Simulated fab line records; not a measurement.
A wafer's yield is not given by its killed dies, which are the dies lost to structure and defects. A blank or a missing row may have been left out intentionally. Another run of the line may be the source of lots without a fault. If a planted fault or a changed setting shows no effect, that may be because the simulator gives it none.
A struck lot beside a sound one + flow nand_harc + 14 out of 1302 route steps
Sound: these wafers, L368.1, L368.4, L368.5. The struck wafers were L366.1, L366.2, L366.3. Last of all comes the cause.
Each step with rows lists, per side, the tool, then ch with its chambers, then its first start. Under that, the readings that differ: sound wafers + struck wafers + difference of the means + sigmas: that difference in standard deviations of wafers without a fault.
alike: a reading whose means differ by less than 2 such deviations, as well as words and numbers matching on both sides. not compared: withheld readings; readings where some wafer has no value; bounds like >300 that might hide an equal value; numbers whose values overlap and for which the record gives no deviation.
A row with sigmas, a row that says differs or no value, or rows on one side alone: a step with any of these is where the two part. Numbers that have no deviation but don't overlap get no sigmas and don't part them. A reading missing from all wafers of one side parts the sides only when that side holds two or more wafers.

NHARC_P_GATE_STRIP_95: strips in O2.
  sound on plasma_asher-01 ch 0,1, day 7 20:27; struck on plasma_asher-01 ch 0,1, day 6 23:31
  alike: drypump_motor_current_A, heater_power_w
  not compared: rf_hours_counter_h
then, 1 step without rows for these wafers: NHARC_P_GATE_STRIP_96 (strips in SPM, time 900 s).
NHARC_P_GATE_RTA_64: time 1 s.
  sound on rtp_anneal-02 ch 0, day 7 21:00; struck on rtp_anneal-01 ch 0, day 7 00:04
| reading            | sound          | struck         | difference | sigmas |
|--------------------|----------------|----------------|------------|--------|
| lamp_power_pct (%) | 30.4 30.3 30.3 | 32.8 32.8 32.8 | +2.5       | +2     |
  alike: wafer_temp_C_max
then, 1 step without rows for these wafers: NHARC_P_GATE_ETCH_77 (etches SiO2 in dHF, target depth 6 nm).
NHARC_P_GATE_DEGAS_109: time 60 s.
  sound on pvd_sputter-01 at day 7 21:18; struck on pvd_sputter-01 at day 7 00:23
  alike: heater_power_w
then, 3 steps without rows for these wafers: NHARC_P_GATE_PRE_CLEAN_110 (time 30 s); NHARC_P_GATE_SPUTTER_78 (material Ni, target thk 10 nm); NHARC_P_GATE_SPUTTER_79 (material TiN, target thk 10 nm).
NHARC_P_GATE_RTA_80: time 30 s.
  sound on rtp_anneal-02 ch 0, day 7 21:36; struck on rtp_anneal-01 ch 0, day 7 00:40
  alike: wafer_temp_C_max
then, 1 step without rows for these wafers: NHARC_P_GATE_STRIP_67 (strips in SPM, time 600 s).
NHARC_P_GATE_RTA_82: time 30 s.
  sound on rtp_anneal-02 ch 0, day 7 22:04; struck on rtp_anneal-02 ch 0, day 7 01:08
  alike: lamp_power_pct, wafer_temp_C_max
NHARC_P_GATE_INSPECT_68:
  sound on defect_inspect-02 at day 7 22:16; struck on defect_inspect-01 at day 7 01:19
  alike: raw_defect_count
NHARC_P_CONTACT_DEP_30: deposits SiNx, target thk 30 nm.
  sound on pecvd-04 ch 0,2, day 7 22:22; struck on pecvd-04 ch 0,1,2, day 7 01:51
  alike: heater_power_w
then, 1 step without rows for these wafers: NHARC_P_CONTACT_DEP_00 (deposits SiO2, target thk 500 nm).

WHERE THEY PART
Only at NHARC_P_GATE_RTA_64, as far as this record shows. Later steps at which nothing parts them and some readings are alike: NHARC_P_GATE_DEGAS_109, NHARC_P_GATE_RTA_80, NHARC_P_GATE_RTA_82, NHARC_P_GATE_INSPECT_68, NHARC_P_CONTACT_DEP_30.

WHY: the cause the simulator had injected
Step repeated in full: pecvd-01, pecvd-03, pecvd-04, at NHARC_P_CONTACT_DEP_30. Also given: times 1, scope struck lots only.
